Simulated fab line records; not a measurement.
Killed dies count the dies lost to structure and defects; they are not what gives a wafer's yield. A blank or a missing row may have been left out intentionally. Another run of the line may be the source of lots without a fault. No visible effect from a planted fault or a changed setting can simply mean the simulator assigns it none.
Problem report, 8D (eight disciplines) form, completed by code | flow nand harc | the parts of the form that need people (team, actions taken, sign-off) are left out

== 1. THE ISSUE ==
Mean of thk nm at NHARC_A_ONON_D1_THK_MEAS_27: 680 nm across 4 wafers in 3 lots; on wafers with no fault it is 997 nm (standard deviation 8.8). That is -36 standard deviations from the usual mean.
The step: measures by ellipsometry.
First seen on wafer L735.4, day 12 17:40, on film metro-02. The record has a number at this step for 43 wafers belonging to 15 lots. The rule behind "out" and "out of limits": a value lying over 4 standard deviations away from the usual mean. The other wafers with a number count as sound.

== 2. WHAT IT IS; WHAT IT IS NOT ==
question                    | is                             | is not
which readings at this step | thk nm                         | -
which lots                  | L735, L736, L737               | L725, L726, L728, L729, L731, L732, L739, L742, L743, L745, L746, L747
which wafers of those lots  | L735.4, L736.2, L736.4, L737.2 | L735.1, L735.6, L737.1
read on which gauges        | film metro-01, film metro-02   | -
when                        | from day 12 17:40              | up to then (20 sound wafers); but 19 sound wafers of L737, L739, L742, L743, L745, L746, L747 came after

== 3. WHAT RULES OUT EACH SUSPECT ==
Counting: any tool at a process step up to the reading remains a suspect provided it ran every lot that is out. Sound lots after the first of them don't rule it out here, since some wafers of a struck lot are sound.
- the gauge at NHARC_A_ONON_D1_THK_MEAS_27: ruled out. 2 gauges (film metro-01, film metro-02) read the wafers that are out.
- pecvd onon-04 at NHARC_A_ONON_D1_DEP_25 (target thk 1000 nm): kept. It processed each lot that is out (first: L735, day 12 17:09); up to then, its last sound lot is L731 (day 10 20:17).
Left after counting: pecvd onon-04 at NHARC_A_ONON_D1_DEP_25.

== 4. THE CAUSE (what the simulator had put in) ==
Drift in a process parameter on pecvd onon-04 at NHARC_A_ONON_D1_DEP_25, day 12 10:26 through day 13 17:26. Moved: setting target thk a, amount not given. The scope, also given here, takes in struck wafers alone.
After counting, this tool was the only one left.

== 5. THE EFFECT CHAIN, in route order ==
One row per reading whose mean, taken over the struck wafers that have a number, lies over 3 standard deviations from the usual. Only readings for which the record gives a usual standard deviation are gone through. hours: the time from each lot's start at the first step in this table that gives one to its start at this step, as a median over the lots. sigmas: the change in usual standard deviations.
hours | step                        | reading | usual  | on struck wafers | change | sigmas
0     | NHARC_A_ONON_D1_THK_MEAS_27 | thk nm  | 997 nm | 680              | -318   | -36
Later measuring or inspecting steps at which every struck wafer that the step has a row for has a number for every such reading, and none has moved that far: NHARC_A_ONON_D1_INSPECT_32.

== 6. WHAT WOULD HAVE CAUGHT IT SOONER ==
7 hours passed between the start of the fault at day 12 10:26 and the first reading out of limits at a measuring or inspecting step in this record, taken at day 12 17:40.
Among the 3 lots that are out, L736, L737 began NHARC_A_ONON_D1_DEP_25 on pecvd onon-04 after day 12 17:40. A hold on the tool at that time would have spared those 2.
